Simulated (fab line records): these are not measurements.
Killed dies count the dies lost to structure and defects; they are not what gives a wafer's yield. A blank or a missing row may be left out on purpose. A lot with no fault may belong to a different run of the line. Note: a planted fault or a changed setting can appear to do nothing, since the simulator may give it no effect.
Matching of chambers || flow n5_finfet || 3 sister chambers for N5_BEOL_M10_ILD_DEP_00 on pecvd-03
The step deposits SiCOH lowk from DEMS/porogen, target thk 308.51 nm, time 58 s. 3 wafers are shown with their chamber, then 8 later ones without.

WAFERS WITH THEIR CHAMBER
{"wafer": "L086.2", "chamber": 1, "throttle_valve_pct (%)": 13.6}
{"wafer": "L086.3", "chamber": 0, "throttle_valve_pct (%)": 14.6}
{"wafer": "L085.2", "chamber": 2, "throttle_valve_pct (%)": 12.3}

WAFERS WITH NO CHAMBER GIVEN
{"wafer": "L085.4", "throttle_valve_pct (%)": 14.4}
{"wafer": "L085.6", "throttle_valve_pct (%)": 13.4}
{"wafer": "L087.1", "throttle_valve_pct (%)": 14.8}
{"wafer": "L087.2", "throttle_valve_pct (%)": 13.4}
{"wafer": "L087.5", "throttle_valve_pct (%)": 13.2}
{"wafer": "L094.4", "throttle_valve_pct (%)": 12.6}
{"wafer": "L094.5", "throttle_valve_pct (%)": 14.7}
{"wafer": "L094.6", "throttle_valve_pct (%)": 13.2}

CHAMBER TAKEN BY EACH
{"wafer": "L085.4", "from the rows above": 0, "in truth": 0}
{"wafer": "L085.6", "from the rows above": 1, "in truth": 1}
{"wafer": "L087.1", "from the rows above": 0, "in truth": 0}
{"wafer": "L087.2", "from the rows above": 1, "in truth": 1}
{"wafer": "L087.5", "from the rows above": "can't be placed: 1 or 2", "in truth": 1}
{"wafer": "L094.4", "from the rows above": 2, "in truth": 2}
{"wafer": "L094.5", "from the rows above": 0, "in truth": 0}
{"wafer": "L094.6", "from the rows above": "can't be placed: 1 or 2", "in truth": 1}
6 of 8 placed correctly. Can't be placed from these rows: 2 (the true chamber is among the candidates in 2). Wrongly placed: 0.
How it was worked out, from the rows above alone: a wafer's distance from a chamber is the root of the sum, over the readings, of the square of ((its reading less the chamber's mean) divided by the reading's scatter). If the next closest chamber is less than 2 further off than the closest, the wafer can't be placed; otherwise it belongs to the closest. For every chamber, the mean is computed from those of its wafers that are shown. The scatter: root of mean squared gap, hidden wafer to nearest shown wafer, with one shown wafer a chamber.
